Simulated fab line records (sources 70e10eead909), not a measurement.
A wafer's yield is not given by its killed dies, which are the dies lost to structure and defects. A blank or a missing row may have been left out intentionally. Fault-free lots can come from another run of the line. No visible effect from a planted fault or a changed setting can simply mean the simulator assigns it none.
Code-filled problem report in 8D (eight disciplines) form | flow nand_harc | the parts of the form that need people (team, actions taken, sign-off) are left out

== 1. THE ISSUE ==
Wafers without a fault read 399.5 C, standard deviation 1.3; spike_tc_lower_C at NHARC_THIN_TSV_ANNEAL_58 reads a mean of 428.0 C on 6 wafers belonging to 2 lots. Relative to the usual mean, that is a shift of +22 standard deviations.
The step: time 1800 s.
The first sign was on wafer L785.3 at day 31 15:03, on furnace-01. The record holds 36 wafers of 12 lots with a number at this step. By rule, "out" or "out of limits" means more than 4 standard deviations away from the usual mean. All remaining wafers that have a number are taken as sound.

== 2. WHAT THIS IS AND IS NOT ==
question                    | is                                                                                       | is not
which readings at this step | spike_tc_lower_C, spike_tc_bottom_C, spike_tc_centre_C, spike_tc_top_C, spike_tc_upper_C | zone_power_upper_pct
which lots                  | L785, L786                                                                               | L769, L770, L773, L774, L776, L777, L778, L789, L790, L791
which wafers of those lots  | all that have a number                                                                   | -
read on which tools         | furnace-01                                                                               | furnace-02, furnace-08
when                        | from day 31 15:03                                                                        | up to then (21 sound wafers); but 9 sound wafers of L789, L790, L791 came after

== 3. SUSPECTS, AND WHAT RULES EACH OUT ==
Counting: a tool at any process step up to the reading remains a suspect when it ran all the lots that are out and ran no sound lot after the first of those.
- furnace-01 at NHARC_THIN_TSV_ANNEAL_58 (time 1800 s): kept. It processed each lot that is out, first L785 at day 31 15:03, and no sound lot thereafter; up to then, the last sound lot it processed was L777 at day 28 05:40. On those wafers its own readings are out: spike_tc_bottom_C, spike_tc_centre_C, spike_tc_lower_C, spike_tc_top_C, spike_tc_upper_C.
The count leaves furnace-01 at NHARC_THIN_TSV_ANNEAL_58.

== 4. THE CAUSE (what the simulator had put in) ==
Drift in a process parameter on furnace-01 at NHARC_THIN_TSV_ANNEAL_58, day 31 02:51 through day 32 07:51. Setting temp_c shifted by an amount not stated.
Counting left only this tool.

== 5. THE EFFECT CHAIN, in route order ==
Each row: a reading whose mean over the struck wafers that have a number lies more than 3 standard deviations from the usual. Scope: only readings with a usual standard deviation given in the record; hours: median across lots of the time from each lot's start at the first step in this table that gives one to its start at this step; sigmas: change in usual standard deviations.
hours | step                     | reading              | usual   | on struck wafers | change | sigmas
0     | NHARC_THIN_TSV_ANNEAL_58 | spike_tc_bottom_C    | 425.4 C | 451.6            | +26.2  | +19
0     | NHARC_THIN_TSV_ANNEAL_58 | spike_tc_centre_C    | 400.4 C | 429.4            | +29.0  | +17
0     | NHARC_THIN_TSV_ANNEAL_58 | spike_tc_lower_C     | 399.5 C | 428.0            | +28.5  | +22
0     | NHARC_THIN_TSV_ANNEAL_58 | spike_tc_top_C       | 429.0 C | 453.5            | +24.5  | +16
0     | NHARC_THIN_TSV_ANNEAL_58 | spike_tc_upper_C     | 399.7 C | 426.2            | +26.5  | +20
0     | NHARC_THIN_TSV_ANNEAL_58 | zone_power_lower_pct | 4.22 %  | 4.67             | +0.45  | +4.7
The process steps in it:
- NHARC_THIN_TSV_ANNEAL_58: time 1800 s.
Later measuring or inspecting steps at which every struck wafer that the step has a row for has a number for every such reading, and none has moved that far: NHARC_END_SORT_01.

== 6. HOW IT WOULD HAVE BEEN CAUGHT EARLIER ==
In this record no reading fell out of limits until day 31 15:03, 12 hours after the fault had begun at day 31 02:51.
